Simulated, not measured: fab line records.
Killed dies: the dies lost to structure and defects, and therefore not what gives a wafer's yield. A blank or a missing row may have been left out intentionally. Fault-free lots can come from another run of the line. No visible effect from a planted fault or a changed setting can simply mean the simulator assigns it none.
Matching of chambers :: flow nand harc :: NHARC_THIN_TSV_DESCUM_14 on rie diel-06 has 4 sister chambers
The step chemistry O2, time 3 s. 24 wafers are shown with their chamber, then 12 later ones without.

== WAFERS PAIRED WITH THEIR CHAMBERS ==
wafer: L074.1
chamber: 2
showerhead plenum p Torr (Torr): 1.87
drypump motor current A (A): 5.8
oes product au (a.u.): 0.996

wafer: L074.2
chamber: 0
showerhead plenum p Torr (Torr): 1.95
drypump motor current A (A): 6.5
oes product au (a.u.): 0.986

wafer: L074.3
chamber: 3
showerhead plenum p Torr (Torr): 2.01
drypump motor current A (A): 5.6
oes product au (a.u.): 1.014

wafer: L078.2
chamber: 3
showerhead plenum p Torr (Torr): 2.01
drypump motor current A (A): 5.6
oes product au (a.u.): 1.000

wafer: L078.4
chamber: 1
showerhead plenum p Torr (Torr): 1.80
drypump motor current A (A): 5.9
oes product au (a.u.): 0.998

wafer: L078.5
chamber: 0
showerhead plenum p Torr (Torr): 1.95
drypump motor current A (A): 6.5
oes product au (a.u.): 0.988

wafer: L083.1
chamber: 0
showerhead plenum p Torr (Torr): 1.95
drypump motor current A (A): 6.5
oes product au (a.u.): 0.989

wafer: L083.4
chamber: 2
showerhead plenum p Torr (Torr): 1.87
drypump motor current A (A): 5.8
oes product au (a.u.): 0.993

wafer: L083.6
chamber: 0
showerhead plenum p Torr (Torr): 1.95
drypump motor current A (A): 6.5
oes product au (a.u.): 0.976

wafer: L079.1
chamber: 2
showerhead plenum p Torr (Torr): 1.87
drypump motor current A (A): 5.8
oes product au (a.u.): 0.990

wafer: L079.2
chamber: 3
showerhead plenum p Torr (Torr): 2.01
drypump motor current A (A): 5.7
oes product au (a.u.): 0.995

wafer: L079.6
chamber: 2
showerhead plenum p Torr (Torr): 1.87
drypump motor current A (A): 5.7
oes product au (a.u.): 0.988

wafer: L085.1
chamber: 1
showerhead plenum p Torr (Torr): 1.80
drypump motor current A (A): 5.9
oes product au (a.u.): 1.009

wafer: L085.3
chamber: 2
showerhead plenum p Torr (Torr): 1.87
drypump motor current A (A): 5.7
oes product au (a.u.): 0.993

wafer: L085.6
chamber: 1
showerhead plenum p Torr (Torr): 1.80
drypump motor current A (A): 5.9
oes product au (a.u.): 1.008

wafer: L087.2
chamber: 2
showerhead plenum p Torr (Torr): 1.87
drypump motor current A (A): 5.7
oes product au (a.u.): 0.994

wafer: L087.3
chamber: 3
showerhead plenum p Torr (Torr): 2.01
drypump motor current A (A): 5.6
oes product au (a.u.): 1.012

wafer: L087.4
chamber: 1
showerhead plenum p Torr (Torr): 1.80
drypump motor current A (A): 5.9
oes product au (a.u.): 1.003

wafer: L089.2
chamber: 3
showerhead plenum p Torr (Torr): 2.01
drypump motor current A (A): 5.6
oes product au (a.u.): 1.002

wafer: L089.4
chamber: 2
showerhead plenum p Torr (Torr): 1.86
drypump motor current A (A): 5.7
oes product au (a.u.): 1.002

wafer: L089.5
chamber: 1
showerhead plenum p Torr (Torr): 1.80
drypump motor current A (A): 5.9
oes product au (a.u.): 1.018

wafer: L090.2
chamber: 0
showerhead plenum p Torr (Torr): 1.95
drypump motor current A (A): 6.5
oes product au (a.u.): 0.985

wafer: L090.4
chamber: 1
showerhead plenum p Torr (Torr): 1.80
drypump motor current A (A): 5.9
oes product au (a.u.): 1.005

wafer: L090.5
chamber: 2
showerhead plenum p Torr (Torr): 1.86
drypump motor current A (A): 5.8
oes product au (a.u.): 0.997

SIGNATURES (means of the wafers above)
reading: showerhead plenum p Torr
chamber 0: 1.9500
chamber 1: 1.8000
chamber 2: 1.8675
chamber 3: 2.0100
scatter within a chamber: 0.00274

reading: drypump motor current A
chamber 0: 6.500
chamber 1: 5.900
chamber 2: 5.750
chamber 3: 5.620
scatter within a chamber: 0.0374

reading: oes product au
chamber 0: 0.98480
chamber 1: 1.00683
chamber 2: 0.99413
chamber 3: 1.00460
scatter within a chamber: 0.00603
Rule: for a wafer and a chamber, the distance is found by dividing, reading by reading, the gap between the wafer's reading and the chamber's mean by the reading's scatter, squaring, summing and taking the root. If the next closest chamber is less than 2 further off than the closest, the wafer can't be placed; otherwise it belongs to the closest. The scatter: the root of (the sum of the squares of (reading less its chamber's mean) over the shown wafers, divided by (wafers less chambers)).

== WAFERS WITH NO CHAMBER GIVEN ==
wafer: L093.1
showerhead plenum p Torr (Torr): 2.01
drypump motor current A (A): 5.7
oes product au (a.u.): 0.996

wafer: L093.3
showerhead plenum p Torr (Torr): 1.80
drypump motor current A (A): 5.9
oes product au (a.u.): 0.999

wafer: L093.4
showerhead plenum p Torr (Torr): 1.86
drypump motor current A (A): 5.7
oes product au (a.u.): 0.998

wafer: L095.2
showerhead plenum p Torr (Torr): 1.79
drypump motor current A (A): 5.9
oes product au (a.u.): 1.014

wafer: L095.4
showerhead plenum p Torr (Torr): 2.01
drypump motor current A (A): 5.6
oes product au (a.u.): 1.008

wafer: L095.6
showerhead plenum p Torr (Torr): 1.95
drypump motor current A (A): 6.5
oes product au (a.u.): 0.980

wafer: L094.1
showerhead plenum p Torr (Torr): 1.95
drypump motor current A (A): 6.5
oes product au (a.u.): 0.989

wafer: L094.2
showerhead plenum p Torr (Torr): 2.01
drypump motor current A (A): 5.7
oes product au (a.u.): 1.010

wafer: L094.5
showerhead plenum p Torr (Torr): 1.95
drypump motor current A (A): 6.5
oes product au (a.u.): 0.972

wafer: L097.2
showerhead plenum p Torr (Torr): 1.79
drypump motor current A (A): 5.9
oes product au (a.u.): 1.012

wafer: L097.4
showerhead plenum p Torr (Torr): 2.01
drypump motor current A (A): 5.7
oes product au (a.u.): 1.003

wafer: L097.6
showerhead plenum p Torr (Torr): 2.01
drypump motor current A (A): 5.7
oes product au (a.u.): 1.010

== WHICH CHAMBER EACH ONE RAN IN ==
wafer: L093.1
from the rows above: 3
in truth: 3

wafer: L093.3
from the rows above: 1
in truth: 1

wafer: L093.4
from the rows above: 2
in truth: 2

wafer: L095.2
from the rows above: 1
in truth: 1

wafer: L095.4
from the rows above: 3
in truth: 3

wafer: L095.6
from the rows above: 0
in truth: 0

wafer: L094.1
from the rows above: 0
in truth: 0

wafer: L094.2
from the rows above: 3
in truth: 3

wafer: L094.5
from the rows above: 0
in truth: 0

wafer: L097.2
from the rows above: 1
in truth: 1

wafer: L097.4
from the rows above: 3
in truth: 3

wafer: L097.6
from the rows above: 3
in truth: 3
12 of 12 placed correctly. Number that these rows cannot place: 0. 0 placed wrongly.
